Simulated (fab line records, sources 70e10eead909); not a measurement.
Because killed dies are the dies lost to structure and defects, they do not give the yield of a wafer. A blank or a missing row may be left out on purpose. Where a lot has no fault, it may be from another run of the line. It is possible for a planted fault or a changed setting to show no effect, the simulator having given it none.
Matching of chambers    flow nandHarc    NHARC_P_CONTACT_CMP_01 on cmp-02: 4 sister chambers
The step polishes SiO2, target thk 200 nm. 7 wafers are shown with their chamber, then 7 later ones without.

EACH WAFER AND ITS CHAMBER
wafer   chamber  motorCurrentA (A)
L679.5  0        10.5
L685.2  3        12.0
L685.6  3        12.1
L686.1  2        14.9
L686.5  1        9.6
L695.1  0        10.7
L695.4  1        9.8

WAFERS WITH NO CHAMBER GIVEN
wafer   motorCurrentA (A)
L695.5  11.8
L697.1  9.5
L697.2  11.2
L697.4  10.7
L699.1  14.6
L699.5  11.2
L699.6  13.9

CHAMBER TAKEN BY EACH
wafer    from the rows above   in truth
L695.5   3                     3
L697.1   1                     1
L697.2   0                     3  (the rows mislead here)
L697.4   0                     0
L699.1   2                     2
L699.5   0                     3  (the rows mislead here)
L699.6   2                     2
Correctly placed: 5 of 7. Can't be placed from these rows: 0. Number placed wrongly: 2.
How it was worked out, from the rows above alone: a wafer's distance from a chamber is the root of the sum, over the readings, of the square of ((its reading less the chamber's mean) divided by the reading's scatter). The wafer belongs to the nearest chamber; if the next one is less than 2 further off, it can't be placed. Each chamber's mean is taken over the wafers shown for it. The scatter: the root of (the sum of the squares of (reading less its chamber's mean) over the shown wafers, divided by (wafers less chambers)).
